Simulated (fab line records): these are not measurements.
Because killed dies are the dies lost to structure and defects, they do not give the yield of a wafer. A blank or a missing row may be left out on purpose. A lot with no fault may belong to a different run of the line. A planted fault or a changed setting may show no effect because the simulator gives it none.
2 desks, one fault	flow n5-finfet	what lay behind the numbers comes last; until then each desk has only its own

== THE DEFECT DESK ==
Lot by lot, what the route's inspections counted, given as the mean of those sampled wafers with a number. Marked OUT: a lot whose mean sits more than 4 standard deviations from the usual mean, which makes it out of limits; the brackets give that distance.
Columns: A = raw-defect-count at N5_BEOL_M15_INSPECT_55, usual 72; B = raw-defect-count at N5_MIM_BOT_LITHO_INSPECT_12, usual 2.2
lot	first seen here	A	B
L541	day 11 09:05	57	2.0
L542	day 11 20:34	86	1.7
L543	day 11 23:55	107	3.0
L544	day 12 02:28	95	2.0
L545	day 12 08:35	77	2.7
L546	day 12 13:16	49	2.3
L550	day 14 02:20	78	1.0
L557	day 15 13:17	101	2.5
L558	day 15 22:22	47	1.0
L559	day 16 00:28	80	3.0
L561	day 16 05:05	97	2.0
L562	day 16 17:38	73	2.7
L563	day 17 05:04	70	2.7
This desk found nothing out of limits on any of the 13 lots.

== THE METROLOGY DESK ==
What the gauges read, lot by lot, whatever tool the lot ran on: means of the sampled wafers that have a number. Marked OUT: a lot whose mean sits more than 4 standard deviations from the usual mean, which makes it out of limits; the brackets give that distance.
Columns: A = M15_RS at N5_BEOL_M15_RS_MEAS_54, usual 0.0217 ohm/sq; B = cd-nm at N5_MIM_BOT_LITHO_CD_MEAS_08, usual 3000.2 nm
lot	first seen here	A	B
L541	day 11 09:04	0.0214	3000.5
L542	day 11 20:33	0.0214	3001.3
L543	day 11 23:54	0.0210	2999.5
L544	day 12 02:26	0.0216	2998.2
L545	day 12 08:34	0.0218	3000.7
L546	day 12 13:14	0.0215	2999.7
L550	day 14 02:19	0.0219	3005.6
L557	day 15 13:16	0.0219	2996.1
L558	day 15 22:20	0.0216	2997.6
L559	day 16 00:26	0.0217	3001.9
L561	day 16 05:04	0.0218	2996.1
L562	day 16 17:37	0.0216	2999.4
L563	day 17 05:02	0.0224	2998.1
This desk found nothing out of limits on any of the 13 lots.

== PUT TOGETHER ==
Nothing out of limits was seen by the defect desk.
Metrology desk: nothing out of limits seen.

== WHAT THE SIMULATOR HAD PUT IN ==
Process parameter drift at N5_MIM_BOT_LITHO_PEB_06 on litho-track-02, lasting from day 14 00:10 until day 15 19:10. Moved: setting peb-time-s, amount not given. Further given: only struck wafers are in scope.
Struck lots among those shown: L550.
